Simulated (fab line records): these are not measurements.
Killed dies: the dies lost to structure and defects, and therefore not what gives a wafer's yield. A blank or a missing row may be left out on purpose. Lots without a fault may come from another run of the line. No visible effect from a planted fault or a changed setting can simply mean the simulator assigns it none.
fab line records -- flow n5Finfet
record: lots: 10, wafers: 30, lastDay: 18
route steps=1938 shown SD_EPI_N@287 BEOL_M4@1081 PASSIVATION@1936
lots that met no fault: from a run of the same line without faults
startH: the number of hours between the record's first day and the start of the first shown wafer of the lot -- waitH: hours since the lot's step before -- " unchanged from the row above -- L1.1+2: several wafers, shown together as one row -- - no value, or no start was given -- * or withheld: withheld -- < > ~ a bound
route shown NAME@n: NAME is a module with steps in the file, n the number in the route of the first one -- usual: the fault-free wafers' mean and standard deviation -- same: alike in all rows -- chamber/n: place in a boat -- sites: per-site readings -- _std_site: standard deviation across them -- _edge_site: outer sites' mean less inner sites' -- radiusMm: for every site, how far away it sits from the centre of the wafer -- mask NAME#n: copy n -- behind: tool/chamber where the wafer was last shaped -- hold: cause of the lot's hold/its duration in hours/its outcome -- device: whichever transistor did not switch (one of n, p or np) -- end of line: the same wafers' tests at the end of the route -- a step given without rows: its recipe and nothing more -- killed: dies that structure and defects cost at the first sort, which is not the same as the wafer's yield -- map: dies across one wafer; x = killed, . = not, _ = none there
set.NAME: the run value of the setting; set.NAME@STEP: its run value at that earlier step -- model.NAME: the simulator's own value behind a step, which no gauge read
a sample of lots followed through the steps of the route, with each step as a table and each wafer as a row
services: from which hour (startH, from the record's first day; less than 0 if before it) a tool's chamber was out of use, for how many hours, and why
== steps ==
step: N5_SD_EPI_N_VAPOR_ETCH_50
recipe: chemistry: HCl, target: Si, tempC: 775, timeS: 54, pressureTorr: 20, mode: isotropic
usual: throttleValvePct: 12.0/0.36
lot.wafer,tool,chamber,startH,waitH,throttleValvePct
L859.2,epiRpcvd-02,0,51.59,0.3,12.6
L859.3,epiRpcvd-02,0,51.59,0.3,12.3
L859.5,epiRpcvd-02,0,51.59,0.3,12.4
L861.1,epiRpcvd-01,0,63.23,0.3,11.8
L861.3,epiRpcvd-01,0,63.23,0.3,11.6
L861.5,epiRpcvd-01,0,63.23,0.3,11.8
L862.2,epiRpcvd-01,0,68.31,0.3,11.9
L862.5,epiRpcvd-01,0,68.31,0.3,11.6
L862.6,epiRpcvd-01,0,68.31,0.3,11.8
L863.3,epiRpcvd-01,0,74.00,0.2,11.8
L863.5,epiRpcvd-01,0,74.00,0.2,12.1
L863.6,epiRpcvd-01,0,74.00,0.2,11.6
L864.2,epiRpcvd-01,0,80.11,0.3,11.7
L864.5,epiRpcvd-01,0,80.11,0.3,11.6
L864.6,epiRpcvd-01,0,80.11,0.3,11.7
L876.1,epiRpcvd-04,0,155.77,0.4,11.9
L876.2,epiRpcvd-04,0,155.77,0.4,11.8
L876.5,epiRpcvd-04,0,155.77,0.4,11.8
L877.1,epiRpcvd-04,0,164.84,0.4,11.7
L877.2,epiRpcvd-04,0,164.84,0.4,11.8
L877.3,epiRpcvd-04,0,164.84,0.4,11.7
L878.1,epiRpcvd-01,0,168.45,0.3,11.7
L878.4,epiRpcvd-01,0,168.45,0.3,11.6
L878.5,epiRpcvd-01,0,168.45,0.3,11.8
L880.2,epiRpcvd-01,0,179.63,0.3,11.7
L880.3,epiRpcvd-01,0,179.63,0.3,11.8
L880.4,epiRpcvd-01,0,179.63,0.3,12.1
L881.2,epiRpcvd-01,0,184.74,0.3,12.0
L881.3,epiRpcvd-01,0,184.74,0.3,11.7
L881.6,epiRpcvd-01,0,184.74,0.3,11.6
step: N5_BEOL_M4_ALD_84
recipe: material: TaN, targetThkA: *, tempC: 275, aldPrecursorFamily: PDMAT, aldCoReactant: NH3, pressureTorr: 3, carrierFlowSccm: 1500, pulseTimeS: 2, purgeTimeS: 3, coReactantPurgeTimeS: 2, coReactantPulseTimeS: 3, aldCycles: 30, precursorVesselTempC: 75, precursorVesselPressureTorr: 26.25, precursorVesselCarrierSccm: 1000
usual: heaterPowerW: 402/40
same: coReactantPurgeTimeS: 2, pulseTimeS: 2
lot.wafer,tool,chamber,startH,waitH,heaterPowerW
L859.2,aldMetal-03,2,169.37,0.2,409
L859.3,aldMetal-03,3,169.37,0.2,471
L859.5,aldMetal-03,0,169.37,0.2,369
L861.1,aldMetal-01,3,176.25,0.0,459
L861.3,aldMetal-01,1,176.25,0.0,348
L861.5,aldMetal-01,0,176.25,0.0,432
L862.2,aldMetal-01,0,176.58,0.0,425
L862.5,aldMetal-01,1,176.58,0.0,343
L862.6,aldMetal-01,0,176.58,0.0,424
L863.3,aldMetal-03,3,192.04,0.0,463
L863.5,aldMetal-03,3,192.04,0.0,488
L863.6,aldMetal-03,2,192.04,0.0,414
L864.2,aldMetal-04,0,196.85,0.0,379
L864.5,aldMetal-04,1,196.85,0.0,430
L864.6,aldMetal-04,2,196.85,0.0,348
L876.1,aldMetal-03,1,269.49,0.0,432
L876.2,aldMetal-03,3,269.49,0.0,479
L876.5,aldMetal-03,2,269.49,0.0,400
L877.1,aldMetal-04,3,282.30,0.1,417
L877.2,aldMetal-04,0,282.30,0.1,371
L877.3,aldMetal-04,1,282.30,0.1,412
L880.2,aldMetal-04,2,291.26,0.0,354
L880.3,aldMetal-04,1,291.26,0.0,408
L880.4,aldMetal-04,0,291.26,0.0,373
L878.1,aldMetal-03,1,313.79,0.1,450
L878.4,aldMetal-03,2,313.79,0.1,405
L878.5,aldMetal-03,3,313.79,0.1,476
L881.2,aldMetal-01,2,319.27,0.1,366
L881.3,aldMetal-01,0,319.27,0.1,422
L881.6,aldMetal-01,2,319.27,0.1,369
step: N5_BEOL_M4_SURFACE_TREAT_85
recipe: gas: Ar, timeS: *, ionEnergyEv: *, ionCurrentMaCm2: 0.5, pressureMtorr: *, arFlowSccm: 30
usual: throttleValvePct: *
lot.wafer,tool,chamber,startH,waitH,throttleValvePct
L859.2,pvdSputter-03,-,169.62,0.2,*
L859.3,pvdSputter-03,-,169.62,0.2,*
L859.5,pvdSputter-03,-,169.62,0.2,*
L861.1,pvdSputter-02,-,176.48,0.1,*
L861.3,pvdSputter-02,-,176.48,0.1,*
L861.5,pvdSputter-02,-,176.48,0.1,*
L862.2,pvdSputter-02,-,178.36,1.7,*
L862.5,pvdSputter-02,-,178.36,1.7,*
L862.6,pvdSputter-02,-,178.36,1.7,*
L863.3,pvdSputter-02,-,192.31,0.2,*
L863.5,pvdSputter-02,-,192.31,0.2,*
L863.6,pvdSputter-02,-,192.31,0.2,*
L864.2,pvdSputter-02,-,197.14,0.2,*
L864.5,pvdSputter-02,-,197.14,0.2,*
L864.6,pvdSputter-02,-,197.14,0.2,*
L876.1,pvdSputter-01,-,269.78,0.2,*
L876.2,pvdSputter-01,-,269.78,0.2,*
L876.5,pvdSputter-01,-,269.78,0.2,*
L877.1,pvdSputter-03,-,282.60,0.2,*
L877.2,pvdSputter-03,-,282.60,0.2,*
L877.3,pvdSputter-03,-,282.60,0.2,*
L880.2,pvdSputter-03,-,291.68,0.3,*
L880.3,pvdSputter-03,-,291.68,0.3,*
L880.4,pvdSputter-03,-,291.68,0.3,*
L878.1,pvdSputter-02,-,314.13,0.2,*
L878.4,pvdSputter-02,-,314.13,0.2,*
L878.5,pvdSputter-02,-,314.13,0.2,*
L881.2,pvdSputter-02,-,319.50,0.1,*
L881.3,pvdSputter-02,-,319.50,0.1,*
L881.6,pvdSputter-02,-,319.50,0.1,*
step: N5_BEOL_M4_SPUTTER_88
recipe: material: Cu, targetThkA: 45, tempC: -20, chamberPressurePa: 0.07, powerW: withheld, timeS: 8.29
usual: chuckGasFlowSccm: 1.27/0.056, throttleValvePct: 30.3/1
lot.wafer,tool,chamber,startH,waitH,chuckGasFlowSccm,throttleValvePct
L859.2,pvdSputter-01,-,170.75,0.1,1.25,30.7
L859.3,pvdSputter-01,-,170.75,0.1,1.26,31.6
L859.5,pvdSputter-01,-,170.75,0.1,1.22,29.8
L861.1,pvdSputter-03,-,177.67,0.1,1.33,30.3
L861.3,pvdSputter-03,-,177.67,0.1,1.27,29.4
L861.5,pvdSputter-03,-,177.67,0.1,1.26,29.9
L862.2,pvdSputter-03,-,179.51,0.1,1.23,29.4
L862.5,pvdSputter-03,-,179.51,0.1,1.18,29.1
L862.6,pvdSputter-03,-,179.51,0.1,1.23,32.0
L863.3,pvdSputter-01,-,194.97,0.1,1.33,30.8
L863.5,pvdSputter-01,-,194.97,0.1,1.23,30.8
L863.6,pvdSputter-01,-,194.97,0.1,1.26,30.1
L864.2,pvdSputter-03,-,198.40,0.1,1.17,32.0
L864.5,pvdSputter-03,-,198.40,0.1,1.17,31.9
L864.6,pvdSputter-03,-,198.40,0.1,1.25,29.2
L876.1,pvdSputter-01,-,271.12,0.1,1.25,31.6
L876.2,pvdSputter-01,-,271.12,0.1,1.29,30.7
L876.5,pvdSputter-01,-,271.12,0.1,1.32,30.8
L877.1,pvdSputter-03,-,284.14,0.1,1.27,30.3
L877.2,pvdSputter-03,-,284.14,0.1,1.13,29.3
L877.3,pvdSputter-03,-,284.14,0.1,1.29,29.2
L880.2,pvdSputter-01,-,292.84,0.1,1.37,30.1
L880.3,pvdSputter-01,-,292.84,0.1,1.26,31.0
L880.4,pvdSputter-01,-,292.84,0.1,1.37,30.7
L878.1,pvdSputter-02,-,315.29,0.1,1.25,29.4
L878.4,pvdSputter-02,-,315.29,0.1,1.27,29.1
L878.5,pvdSputter-02,-,315.29,0.1,1.29,29.1
L881.2,pvdSputter-03,-,320.85,0.1,1.20,31.9
L881.3,pvdSputter-03,-,320.85,0.1,1.16,29.4
L881.6,pvdSputter-03,-,320.85,0.1,1.24,29.1
step: N5_BEOL_M4_RC_MEAS_101
usual: DIBL_N: 36.2/1.6, DIBL_P: 36.1/2, IOFF_N: 0.16/0.032, IOFF_N_85C: 3.1/0.52, IOFF_N_LIN: 0.073/0.011, IOFF_P: 0.22/0.036, ION_N: 672/11, ION_P: 463/7.5, REXT_N: 74.9/1.6, SS_N: 71.4/0.58, SS_P: 73.2/0.67, VT_N: 250/3.3, VT_N_LVT: 99/3.1, VT_P: -250/3.3
lot.wafer,tool,chamber,startH,waitH,DIBL_N[mV/V],DIBL_P[mV/V],IOFF_N[nA/um],IOFF_N_85C[nA/um],IOFF_N_LIN[nA/um],IOFF_P[nA/um],ION_N[uA/um],ION_P[uA/um],REXT_N[ohm.um],SS_N[mV/dec],SS_P[mV/dec],VT_N[mV],VT_N_LVT[mV],VT_P[mV]
L859.2,prober-02,0,172.98,0.2,36.6,37.3,0.13,2.6,0.061,0.17,652,446,74.0,71.1,72.5,254,101,-257
L859.3,prober-02,0,172.98,0.2,37.2,38.7,0.17,3.3,0.080,0.19,679,456,74.6,72.3,74.0,247,94,-251
L859.5,prober-02,0,172.98,0.2,34.5,35.6,0.12,2.4,0.058,0.15,660,444,73.2,70.7,72.3,255,101,-256
L861.1,prober-02,0,179.65,0.0,35.8,36.9,0.15,2.9,0.071,0.22,678,470,73.4,71.6,73.6,248,99,-250
L861.3,prober-02,0,179.65,0.0,35.9,35.7,0.15,2.8,0.068,0.19,664,457,74.1,71.4,72.8,249,99,-252
L861.5,prober-02,0,179.65,0.0,38.0,39.7,0.19,3.5,0.083,0.27,675,469,73.7,72.2,74.3,249,97,-249
L862.2,prober-02,0,181.64,0.2,36.3,35.6,0.16,3.1,0.076,0.23,683,474,74.6,71.8,73.3,247,98,-250
L862.5,prober-02,0,181.64,0.2,37.3,37.0,0.18,3.3,0.081,0.25,680,465,75.6,71.7,73.5,247,98,-246
L862.6,prober-02,0,181.64,0.2,37.1,36.1,0.16,3.1,0.076,0.22,680,472,75.7,71.6,73.8,248,98,-250
L863.3,prober-01,0,197.74,0.3,47.4,35.2,0.49,8.1,0.136,0.21,725,465,64.6,75.7,73.2,237,84,-249
L863.5,prober-01,0,197.74,0.3,43.6,32.5,0.29,5.3,0.113,0.18,706,458,64.8,73.4,71.8,237,88,-251
L863.6,prober-01,0,197.74,0.3,36.2,33.4,0.13,2.7,0.065,0.19,671,460,73.6,71.5,72.3,251,98,-250
L864.2,prober-01,0,200.53,0.2,37.3,36.4,0.17,3.3,0.076,0.23,673,467,72.4,71.5,73.2,250,98,-247
L864.5,prober-01,0,200.53,0.2,45.3,34.5,0.43,7.3,0.130,0.20,724,459,65.2,75.2,72.7,237,86,-249
L864.6,prober-01,0,200.53,0.2,34.3,33.2,0.13,2.6,0.062,0.18,668,457,73.9,70.1,72.1,249,100,-250
L876.1,prober-02,0,273.13,0.0,34.6,34.6,0.12,2.4,0.058,0.18,661,458,72.7,71.6,72.5,254,103,-253
L876.2,prober-02,0,273.13,0.0,35.1,35.6,0.13,2.5,0.059,0.19,667,461,73.0,71.1,72.6,254,102,-250
L876.5,prober-02,0,273.13,0.0,36.8,38.2,0.15,3.0,0.072,0.23,679,470,73.9,72.1,73.9,251,101,-250
L877.1,prober-02,0,286.14,0.0,34.9,35.6,0.14,2.9,0.070,0.23,668,463,74.7,71.3,73.1,253,99,-246
L877.2,prober-02,0,286.14,0.0,32.7,32.1,0.12,2.5,0.061,0.18,677,467,74.8,70.6,72.5,251,100,-248
L877.3,prober-02,0,286.14,0.0,37.0,37.2,0.19,3.6,0.087,0.27,681,472,74.8,71.7,73.3,245,95,-244
L880.2,prober-02,0,294.98,0.2,33.0,30.8,0.11,2.2,0.051,0.15,649,449,76.3,71.1,72.6,257,107,-254
L880.3,prober-02,0,294.98,0.2,38.4,38.8,0.20,3.8,0.088,0.27,676,463,77.6,71.9,74.0,248,98,-244
L880.4,prober-02,0,294.98,0.2,35.4,34.2,0.13,2.7,0.065,0.19,670,463,77.2,71.2,72.6,251,103,-249
L878.1,prober-02,0,317.33,0.0,35.7,34.4,0.15,3.0,0.071,0.18,675,458,74.6,71.3,73.4,250,98,-255
L878.4,prober-02,0,317.33,0.0,35.1,34.1,0.15,2.8,0.068,0.17,665,449,75.6,71.9,73.3,252,100,-251
L878.5,prober-02,0,317.33,0.0,36.1,35.5,0.16,3.2,0.076,0.19,679,455,74.7,71.9,73.0,249,97,-251
L881.2,prober-02,0,323.01,0.2,33.9,34.4,0.12,2.4,0.059,0.17,661,464,73.4,70.6,71.7,254,103,-253
L881.3,prober-02,0,323.01,0.2,35.4,37.0,0.14,2.8,0.069,0.20,679,466,73.9,70.3,72.9,253,101,-249
L881.6,prober-02,0,323.01,0.2,34.7,36.1,0.13,2.6,0.064,0.19,669,466,75.0,70.5,72.2,254,102,-252
step: N5_PASSIVATION_PROBE_49
usual: defectLimitedYield: 91.4/1.3, killed_at_M0_to_M3: 34/10, killed_at_M4_up: 14/5.6, killedAtContacts: 13/5.9, killedAtFrontEnd: 37/9.9, killedAtOther: 3.5/2.8, killedDies: 101/15, killedOpen: 67/12, killedShort: 32/6.6, sort_bin_4_leakage: 0.00/0.014, sort_bin_5_function: 5.0/0.81, sort_bin_6_memory: 3.2/0.66, sort_bin_8_speed: 0.00/0.007, sortNPass: 1079/15, sortYieldPct: 91.4/1.3
same: grossDies: 1180, killedAtBackSide: 0
lot.wafer,tool,chamber,startH,waitH,defectLimitedYield[%],killed_at_M0_to_M3,killed_at_M4_up,killedAtContacts,killedAtFrontEnd,killedAtOther,killedDies,killedOpen,killedShort,sort_bin_4_leakage[%],sort_bin_5_function[%],sort_bin_6_memory[%],sort_bin_8_speed[%],sortNPass,sortYieldPct[%]
L862.2,prober-02,-,288.47,0.1,92.5,39,12,8,26,3,88,59,28,0,4.0,3.2,0,1092,92.5
L862.5,prober-02,-,288.62,0.2,92.6,33,22,4,26,2,87,61,23,0,4.4,2.5,0,1093,92.6
L862.6,prober-02,-,288.67,0.3,92.4,34,14,8,30,4,90,55,34,0,4.3,3.2,0,1090,92.4
L863.3,prober-02,-,308.74,0.1,91.7,29,11,19,35,4,98,65,32,45.51,5.1,2.8,0,545,46.2
L863.5,prober-02,-,308.84,0.2,91.9,38,14,11,31,2,96,68,28,0.17,4.8,3.1,0,1082,91.7
L863.6,prober-02,-,308.89,0.3,90.8,42,15,11,41,0,109,81,28,0,6.4,2.5,0,1071,90.8
L864.2,prober-01,-,311.72,0.1,92.3,39,25,7,18,2,91,66,25,0,5.3,2.3,0,1089,92.3
L864.5,prober-01,-,311.87,0.2,92.0,35,21,10,28,0,94,70,24,23.90,5.1,2.9,0,804,68.1
L864.6,prober-01,-,311.92,0.3,92.0,35,20,10,27,2,94,63,28,0,4.4,3.1,0,1086,92.0
L878.1,prober-02,-,418.65,0.6,89.9,29,20,19,47,4,119,81,36,0,6.0,3.6,0,1061,89.9
L878.4,prober-02,-,418.80,0.7,93.5,26,15,10,20,6,77,42,34,0,4.2,2.2,0,1103,93.5
L878.5,prober-02,-,418.85,0.8,90.4,37,23,13,38,2,113,82,28,0,5.8,3.5,0,1067,90.4
killed by level:class
L862.2 BEOL_M2:geometricParticle:open=9 STI_FIN_REVEAL:geometricParticle:open=8 MOL_CONTACT_COAG:geometricParticle:open=8 BEOL_M0_SAQP:geometricParticle:open=6 GATE_CUT:geometricParticle:short=5 BEOL_M0_SAQP:geometricParticle:short=5 BEOL_M0:geometricParticle:open=5 BEOL_M1:geometricParticle:open=4
L862.5 BEOL_M2:geometricParticle:open=12 BEOL_M4:geometricParticle:open=10 GATE_CUT:geometricParticle:short=6 BEOL_M0_SAQP:geometricParticle:open=6 STI_FIN_REVEAL:geometricParticle:open=4 BEOL_M1:geometricParticle:open=4 FIN_SAQP:geometricParticle:open=3 GATE_CUT:geometricParticle:open=3
L862.6 MOL_CONTACT_COAG:geometricParticle:open=7 FIN_SAQP:geometricParticle:short=6 BEOL_M0_SAQP:geometricParticle:short=6 STI_FIN_REVEAL:geometricParticle:open=5 BEOL_M0_SAQP:geometricParticle:open=5 BEOL_M2:geometricParticle:open=5 BEOL_M4:geometricParticle:open=5 BEOL_M1:geometricParticle:short=4
L863.3 MOL_CONTACT_COAG:geometricParticle:open=16 FIN_SAQP:geometricParticle:open=10 FIN_SAQP:geometricParticle:short=6 BEOL_M0_SAQP:geometricParticle:open=6 GATE_CUT:geometricParticle:short=5 BEOL_M0_SAQP:geometricParticle:short=5 STI_FIN_REVEAL:geometricParticle:open=4 BEOL_M4:geometricParticle:open=4
L863.5 BEOL_M3:geometricParticle:open=14 MOL_CONTACT_COAG:geometricParticle:open=10 STI_FIN_REVEAL:geometricParticle:open=8 BEOL_M4:geometricParticle:open=8 FIN_SAQP:geometricParticle:open=6 BEOL_M2:geometricParticle:open=6 BEOL_M0_SAQP:geometricParticle:short=4 BEOL_M3:geometricParticle:short=4
L863.6 FIN_SAQP:geometricParticle:open=13 STI_FIN_REVEAL:geometricParticle:open=12 BEOL_M2:geometricParticle:open=12 BEOL_M3:geometricParticle:open=8 MOL_CONTACT_COAG:geometricParticle:open=7 BEOL_M4:geometricParticle:open=6 BEOL_M1:geometricParticle:open=5 BEOL_M3:geometricParticle:short=5
L864.2 BEOL_M0_SAQP:geometricParticle:open=11 BEOL_M4:geometricParticle:open=11 BEOL_M2:geometricParticle:open=9 BEOL_M3:geometricParticle:open=8 BEOL_M5:geometricParticle:open=5 MOL_CONTACT_COAG:geometricParticle:open=5 BEOL_M0_SAQP:geometricParticle:short=4 FIN_SAQP:geometricParticle:open=3
L864.5 BEOL_M3:geometricParticle:open=11 BEOL_M4:geometricParticle:open=11 BEOL_M0_SAQP:geometricParticle:short=9 MOL_CONTACT_COAG:geometricParticle:open=8 BEOL_M2:geometricParticle:open=8 STI_FIN_REVEAL:geometricParticle:open=5 ILD0:geometricParticle:open=4 GATE_CUT:geometricParticle:open=4
L864.6 BEOL_M3:geometricParticle:open=10 MOL_CONTACT_COAG:geometricParticle:open=9 BEOL_M0_SAQP:geometricParticle:open=9 BEOL_M4:geometricParticle:open=9 FIN_SAQP:geometricParticle:open=7 BEOL_M0_SAQP:geometricParticle:short=5 FIN_SAQP:geometricParticle:short=4 BEOL_M2:geometricParticle:open=4
L878.1 MOL_CONTACT_COAG:geometricParticle:open=15 STI_FIN_REVEAL:geometricParticle:open=14 BEOL_M3:geometricParticle:open=8 BEOL_M0_SAQP:geometricParticle:short=7 FIN_SAQP:geometricParticle:short=5 FIN_SAQP:geometricParticle:open=5 DUMMY_GATE:geometricParticle:open=5 BEOL_M6:geometricParticle:open=5
L878.4 BEOL_M0_SAQP:geometricParticle:short=14 MOL_CONTACT_COAG:geometricParticle:open=8 BEOL_M4:geometricParticle:open=8 STI_FIN_REVEAL:geometricParticle:open=4 BEOL_M0_SAQP:geometricParticle:open=4 BEOL_M2:geometricParticle:open=4 ILD0:geometricParticle:short=3 STARTING-WAFER:geometricParticle:short=3
L878.5 STI_FIN_REVEAL:geometricParticle:open=13 MOL_CONTACT_COAG:geometricParticle:open=11 BEOL_M2:geometricParticle:open=10 BEOL_M3:geometricParticle:open=9 BEOL_M0_SAQP:geometricParticle:open=6 BEOL_M4:geometricParticle:open=6 FIN_SAQP:geometricParticle:open=5 BEOL_M0_SAQP:geometricParticle:short=5
== services ==
tool,chamber,startH,hours,kind
epiRpcvd-04,-,28.08,1.8,repair
pvdSputter-02,-,78.25,1.7,repair
aldMetal-01,0,90.26,-,calibration
pvdSputter-01,-,99.50,4.9,repair
aldMetal-03,1,104.34,27.6,repair
pvdSputter-02,-,157.68,14.3,repair
aldMetal-01,0,166.46,3.5,repair
aldMetal-01,2,175.13,6.4,repair
aldMetal-04,-,195.52,1.3,repair
pvdSputter-02,-,207.32,1.6,repair
aldMetal-01,-,209.05,2.8,pm
aldMetal-04,1,215.41,3.4,repair
epiRpcvd-04,-,216.16,28.1,pm
aldMetal-04,-,216.21,1.7,repair
epiRpcvd-02,-,221.63,1.7,repair
aldMetal-04,-,229.63,0.5,repair
epiRpcvd-02,-,244.50,0.4,repair
aldMetal-04,3,267.18,11.2,repair
aldMetal-03,2,285.65,7.0,repair
epiRpcvd-01,-,298.71,1.0,repair
== key ==
firstSign: step: N5_BEOL_M4_RC_MEAS_101, reading: IOFF_N, direction: up, sigmas: 7.7, usual: 0.16, struck: 0.40
effect: step: N5_BEOL_M4_RC_MEAS_101, reading: IOFF_N_85C, direction: up, sigmas: 7.3, usual: 3.1, struck: 6.9
effect: step: N5_BEOL_M4_RC_MEAS_101, reading: REXT_N, direction: down, sigmas: 6.5, usual: 74.9, struck: 64.9
effect: step: N5_BEOL_M4_RC_MEAS_101, reading: SS_N, direction: up, sigmas: 5.7, usual: 71.4, struck: 74.8
effect: step: N5_BEOL_M4_RC_MEAS_101, reading: DIBL_N, direction: up, sigmas: 5.7, usual: 36.2, struck: 45.4
effect: step: N5_BEOL_M4_RC_MEAS_101, reading: IOFF_N_LIN, direction: up, sigmas: 4.7, usual: 0.073, struck: 0.126
effect: step: N5_BEOL_M4_RC_MEAS_101, reading: ION_N, direction: up, sigmas: 4.3, usual: 672, struck: 718
effect: step: N5_BEOL_M4_RC_MEAS_101, reading: VT_N_LVT, direction: down, sigmas: 4.2, usual: 99, struck: 86
effect: step: N5_BEOL_M4_RC_MEAS_101, reading: VT_N, direction: down, sigmas: 3.7, usual: 250, struck: 237
effect: step: N5_PASSIVATION_PROBE_49, reading: sort_bin_4_leakage, direction: up, sigmas: 99+, usual: 0.00, struck: 23.19
metAt N5_SD_EPI_N_VAPOR_ETCH_50
struckLots L863,L864
struckWafers L863.3,L863.5,L864.5
notActingAt N5_BEOL_M4_ALD_84,N5_BEOL_M4_SURFACE_TREAT_85,N5_BEOL_M4_SPUTTER_88
onsetBetween 68.31 74.00
fault: kind: processParameterDrift, tool: epiRpcvd-01, chamber: -, onsetH: 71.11, steps: N5_SD_EPI_N_VAPOR_ETCH_50, channel: timeS, offset: *, shape: step, endH: 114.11, scope: struckWafersOnly, actsIn: *, stated: *
